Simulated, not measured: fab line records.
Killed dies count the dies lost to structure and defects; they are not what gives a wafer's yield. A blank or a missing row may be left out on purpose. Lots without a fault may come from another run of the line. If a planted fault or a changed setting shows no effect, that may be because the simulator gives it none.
The tool behind it: which one? | flow nand-harc | 12 lots, 36 wafers sampled, at 1 step of a route of 1302

## WHAT THE GAUGES SHOWED, per wafer
NHARC_A_ONON_D2_THK_MEAS_24: measures by ellipsometry.
lot  | measured     | on            | thk-nm (nm)
L075 | day 13 10:28 | film-metro-02 | 980 981 983
L077 | day 14 05:14 | film-metro-01 | 1011 1006 1007
L078 | day 14 19:22 | film-metro-02 | 1006 1006 1004
L081 | day 16 02:13 | film-metro-02 | 1010 1010 1010
L083 | day 16 20:11 | film-metro-01 | 1020 1021 1023
L084 | day 17 15:50 | film-metro-02 | 1010 1011 1011
L088 | day 18 22:28 | film-metro-02 | 995 995 994
L089 | day 19 04:40 | film-metro-02 | 1013 1013 1012
L091 | day 19 16:55 | film-metro-02 | 1000 997 1000
L094 | day 20 23:58 | film-metro-01 | 987 989 988
L095 | day 21 19:32 | film-metro-02 | 1016 1017 1016
L096 | day 22 10:23 | film-metro-02 | 998 998 996

## WHICH TOOL RAN EACH LOT (tool, then ch and the chambers of the sampled wafers, then the start)
Record: no process step prior to these readings.

## THE ANSWER, worked out from the rows above alone
Rule: the usual values come from the lots themselves. Put in order of their means at a reading, lots are off if they are a third of the lots or fewer, leave a main group of 4 or more, and stand apart from it by a gap of 3 or more times the standard deviation of the main group's means; of several such gaps the widest counts. A main group is skipped when, at the precision printed for the reading in the tables above, its means are all equal. Also off: a lot with no number at a reading for which 4 or more lots have one. Any other lot the step has rows for is counted as sound.
Nothing can be told from this: no lot is off at any reading shown.

## WHAT THE SIMULATOR HAD INSERTED
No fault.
